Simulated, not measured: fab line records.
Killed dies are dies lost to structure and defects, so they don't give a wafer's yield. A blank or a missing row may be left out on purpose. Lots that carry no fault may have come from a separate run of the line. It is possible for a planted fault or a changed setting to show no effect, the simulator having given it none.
Matching of chambers | flow n5 finfet | N5_BEOL_M7_VIA_ETCH_34 on rie diel-06: 4 sister chambers
The step etches SiCOH lowk in C4F6/O2, target depth 125.5 nm, time 50.5 s. 4 wafers are shown with their chamber, then 7 later ones without.

WAFERS, EACH WITH ITS CHAMBER
wafer  | chamber | showerhead plenum p Torr (Torr)
L087.2 | 0       | 2.91
L089.6 | 3       | 2.94
L091.1 | 1       | 2.72
L091.4 | 2       | 2.93

WAFERS MISSING THEIR CHAMBER
wafer  | showerhead plenum p Torr (Torr)
L091.5 | 2.94
L092.4 | 2.90
L092.5 | 2.94
L092.6 | 2.92
L095.2 | 2.92
L095.4 | 2.71
L095.6 | 2.90

WHICH CHAMBER EACH ONE RAN IN
wafer  | from the rows above          | in truth
L091.5 | can't be placed: 3 or 2      | 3
L092.4 | 0                            | 0
L092.5 | can't be placed: 3 or 2      | 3
L092.6 | can't be placed: 0 or 2 or 3 | 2
L095.2 | can't be placed: 0 or 2 or 3 | 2
L095.4 | 1                            | 1
L095.6 | 0                            | 0
Placed correctly: 3 of 7. Not placeable from these rows: 4 (in 4, the candidates include the true chamber). 0 placed wrongly.
How it was worked out, from the rows above alone: a wafer's distance from a chamber is the root of the sum, over the readings, of the square of ((its reading less the chamber's mean) divided by the reading's scatter). The wafer belongs to the nearest chamber; if the next one is less than 2 further off, it can't be placed. For every chamber, the mean is computed from those of its wafers that are shown. The scatter: root of mean squared gap, hidden wafer to nearest shown wafer, with one shown wafer a chamber.
